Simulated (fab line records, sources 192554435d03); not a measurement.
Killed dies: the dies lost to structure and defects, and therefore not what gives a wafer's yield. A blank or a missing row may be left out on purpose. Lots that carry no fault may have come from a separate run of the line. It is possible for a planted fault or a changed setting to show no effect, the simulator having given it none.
Chamber matching -- flow n5Finfet -- N5_BEOL_M13_VIA_ETCH_16 on rieDiel-01 has 4 sister chambers
The step etches SiOC in C4F8/O2/Ar, target depth 921.7 nm. 7 wafers are shown with their chamber, then 7 later ones without.

## WAFERS WITH THEIR CHAMBER
wafer,chamber,drypumpMotorCurrentA (A),throttleValvePct (%)
L081.4,0,6.8,24.1
L081.5,3,5.2,24.4
L085.1,0,6.7,24.1
L085.3,1,5.5,23.7
L085.6,2,5.3,24.3
L091.1,3,5.2,24.5
L091.2,1,5.5,23.7

## WAFERS MISSING THEIR CHAMBER
wafer,drypumpMotorCurrentA (A),throttleValvePct (%)
L091.4,5.3,24.3
L090.2,5.2,24.5
L090.5,5.2,24.5
L090.6,6.7,24.1
L097.1,5.2,24.5
L097.3,5.4,24.4
L097.4,6.7,24.1

## WHICH CHAMBER EACH WENT THROUGH
wafer,from the rows above,in truth
L091.4,2,2
L090.2,3,3
L090.5,3,3
L090.6,0,0
L097.1,3,3
L097.3,can't be placed: 2 or 3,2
L097.4,0,0
Correctly placed: 6 of 7. Can't be placed from these rows: 1 (the true chamber is among the candidates in 1). Wrongly placed: 0.
How it was worked out, from the rows above alone: a wafer's distance from a chamber is the root of the sum, over the readings, of the square of ((its reading less the chamber's mean) divided by the reading's scatter). The wafer belongs to the nearest chamber; if the next one is less than 2 further off, it can't be placed. A chamber's mean is the mean of its shown wafers. The scatter: take each reading less its chamber's mean, square it, sum over the shown wafers, divide by the number of wafers less the number of chambers, and take the root.
